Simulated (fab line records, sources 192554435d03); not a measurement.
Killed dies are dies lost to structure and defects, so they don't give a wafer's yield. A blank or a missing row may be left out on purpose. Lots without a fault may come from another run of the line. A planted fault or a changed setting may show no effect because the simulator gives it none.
Which tool did it? | flow n5_finfet | 10 lots, 30 wafers sampled, at 4 steps of a route of 1938

WHAT THE GAUGES READ, wafer by wafer
N5_BEOL_M7_OCD_MEAS_38.
lot  | measured     | on     | trench_depth_nm (nm)
L522 | day 9 19:29  | ocd-01 | 96.4 92.9 92.1
L524 | day 10 01:23 | ocd-01 | 92.3 94.2 94.8
L523 | day 10 01:33 | ocd-01 | 96.2 94.1 94.4
L525 | day 10 14:07 | ocd-01 | 91.6 93.6 91.9
L527 | day 11 02:32 | ocd-02 | 93.3 94.7 93.9
L528 | day 11 09:46 | ocd-01 | 93.9 94.3 93.5
L532 | day 12 20:49 | ocd-02 | 93.2 92.9 93.5
L538 | day 13 14:19 | ocd-01 | 92.7 96.1 94.5
L539 | day 14 14:08 | ocd-02 | 94.9 91.2 92.0
L542 | day 15 06:26 | ocd-02 | 94.9 92.6 94.8

WHICH TOOL RAN EACH LOT (tool, then ch and the chambers of the sampled wafers, then the start)
lot  | N5_BEOL_M7_STRIP_67                | N5_BEOL_M7_DESCUM_33               | N5_BEOL_M7_VIA_ETCH_34
L522 | rie_diel-03 ch 0,1,3, day 9 18:01  | rie_diel-03 ch 0,1,3, day 9 19:04  | rie_diel-03 ch 0,1,3, day 9 19:14
L524 | rie_diel-02 ch 0,2, day 9 22:55    | rie_diel-03 ch 0,1,2, day 10 00:57 | rie_diel-03 ch 0,1,2, day 10 01:08
L523 | rie_diel-01 ch 0,1,3, day 9 23:08  | rie_diel-01 ch 1,2,3, day 10 01:07 | rie_diel-01 ch 1,2,3, day 10 01:18
L525 | rie_diel-01 ch 1,2,3, day 10 12:50 | rie_diel-02 ch 2,3, day 10 13:41   | rie_diel-02 ch 2,3, day 10 13:52
L527 | rie_diel-01 ch 0,1,2, day 10 23:59 | rie_diel-01 ch 0,1,2, day 11 02:06 | rie_diel-01 ch 0,1,2, day 11 02:17
L528 | rie_diel-01 ch 0,3, day 11 06:17   | rie_diel-02 ch 0,1,2, day 11 09:20 | rie_diel-02 ch 0,1,2, day 11 09:31
L532 | rie_diel-03 ch 0,1,2, day 12 19:44 | rie_diel-01 ch 0,1,3, day 12 20:23 | rie_diel-01 ch 0,1,3, day 12 20:34
L538 | rie_diel-02 ch 1,2, day 13 12:47   | rie_diel-03 ch 1,2,3, day 13 13:53 | rie_diel-03 ch 1,2,3, day 13 14:04
L539 | rie_diel-01 ch 0,1,2, day 14 09:37 | rie_diel-03 ch 0,1,3, day 14 13:43 | rie_diel-03 ch 0,1,3, day 14 13:53
L542 | rie_diel-01 ch 0,2, day 15 04:41   | rie_diel-03 ch 0,3, day 15 06:00   | rie_diel-03 ch 0,3, day 15 06:11
- N5_BEOL_M7_STRIP_67: strips in CF4.
- N5_BEOL_M7_DESCUM_33: chemistry O2, time 7 s.
- N5_BEOL_M7_VIA_ETCH_34: etches SiCOH lowk in C4F6/O2, target depth 125.5 nm, time 50.5 s.

THE ANSWER, worked out from the rows above alone
Rule: what is usual is taken from the lots themselves. Put in order of their means at a reading, lots are off if they are a third of the lots or fewer, leave a main group of 4 or more, and stand apart from it by a gap of 3 or more times the standard deviation of the main group's means; of several such gaps the widest counts. A main group whose means are all the same, to the digits that the tables above print for the reading, isn't used. A lot without any number at a reading at which 4 lots or more have one is off too. The other lots that the step has rows for count as sound.
No lot is off at any reading shown: from this, nothing can be told.

WHAT THE SIMULATOR HAD PUT IN
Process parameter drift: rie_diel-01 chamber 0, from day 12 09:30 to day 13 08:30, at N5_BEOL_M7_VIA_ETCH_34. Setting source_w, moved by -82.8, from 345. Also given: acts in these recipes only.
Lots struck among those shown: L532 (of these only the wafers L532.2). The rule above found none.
